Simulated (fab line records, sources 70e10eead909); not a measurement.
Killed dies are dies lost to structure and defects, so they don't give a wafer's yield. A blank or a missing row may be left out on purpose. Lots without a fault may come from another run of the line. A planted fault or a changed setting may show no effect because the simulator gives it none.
A struck lot beside a sound one | flow nand_harc | 18 steps out of a route of 1302
Sound: wafers L322.1, L322.3, L322.5. Struck: wafers L332.3, L332.4, L332.5. The cause comes at the end.
At each step with rows: each side's tool, then ch and its chambers, then its first start. Under that, the readings that differ: sound wafers | struck wafers | difference of the means | sigmas: that difference in standard deviations of wafers without a fault.
alike: readings whose means differ by less than 2 such deviations, and words and numbers that are the same on both sides. not compared: withheld readings, readings that some wafer has no value for, bounds like >300 that may hide the same value, and numbers for which the record gives no deviation and whose values overlap.
The two part at a step that has a row with sigmas, a row that says differs or no value, or rows on one side only. Numbers that don't overlap but have no deviation are shown without sigmas and don't part them. A reading that every wafer of one side lacks parts them only if that side has two wafers or more.

NHARC_P_CONTACT_CVD_23: deposits W, target thk 200 nm, time 557 s.
  sound on cvd_w-02 ch 0,1; struck on cvd_w-01 ch 0,1
  alike: heater_power_w, susceptor_temp_C, throttle_valve_pct
NHARC_P_CONTACT_CMP_24: polishes, t overpolish 30 s, target thk 200 nm.
  sound on cmp-01 ch 0,2,3, day 6 06:01; struck on cmp-01 ch 0,1,3, day 10 12:36
  alike: motor_current_A, overpolish_run_s, time_to_endpoint_s
then, 1 step without rows for these wafers: NHARC_P_CONTACT_SRD_26.
NHARC_P_CONTACT_INSPECT_27:
  sound on defect_inspect-02, day 6 06:23; struck on defect_inspect-02, day 10 12:58
  alike: raw_defect_count
then, 7 steps without rows for these wafers: NHARC_P_M0_DEP_00 (deposits SiOC, target thk 150 nm); NHARC_P_M0_DEHYDRATE_01 (time 120 s); NHARC_P_M0_HMDS_02 (time 30 s); NHARC_P_M0_COAT_33 (time 65 s); NHARC_P_M0_COAT_03 (resist thk 90 nm); NHARC_P_M0_SOFTBAKE_04 (time 55 s); NHARC_P_M0_EBR_05.
NHARC_P_M0_EXPOSE_06: exposes mask P M0, target cd 90 nm.
  sound on arfi_scanner-02 ch 0, day 6 07:01; struck on arfi_scanner-02 ch 0, day 10 13:43
  reading                      | sound                | struck            | difference | sigmas
  model.P_M0.overlay_x_nm (nm) | -0.907 -0.907 -0.907 | 15.37 15.37 15.37 | +16.28     |
  alike: mask
then, 2 steps without rows for these wafers: NHARC_P_M0_PEB_07 (peb time 65 s); NHARC_P_M0_DEVELOP_08 (develop time 35 s).
NHARC_P_M0_CD_MEAS_09: target cd 90 nm.
  sound on cd_sem-03 ch 0, day 6 07:10; struck on cd_sem-01 ch 0, day 10 13:52
  alike: cd_nm
NHARC_P_M0_OVL_MEAS_10: pitch 180 nm.
  sound on overlay-01, day 6 07:15; struck on overlay-02, day 10 13:56
  reading           | sound          | struck         | difference | sigmas
  overlay_x_nm (nm) | -0.9 -0.7 -1.0 | 15.2 15.2 15.3 | +16.1      | +23
  alike: overlay_y_nm
NHARC_P_M0_INSPECT_11:
  sound on defect_inspect-01, day 6 07:17; struck on defect_inspect-01, day 10 13:59
  alike: raw_defect_count
then, 1 step without rows for these wafers: NHARC_END_SORT_01.

WHERE THEY PART
Only at NHARC_P_M0_OVL_MEAS_10, within this record. Later steps at which nothing parts them and some readings are alike: NHARC_P_M0_INSPECT_11.

WHY: what the simulator had put in
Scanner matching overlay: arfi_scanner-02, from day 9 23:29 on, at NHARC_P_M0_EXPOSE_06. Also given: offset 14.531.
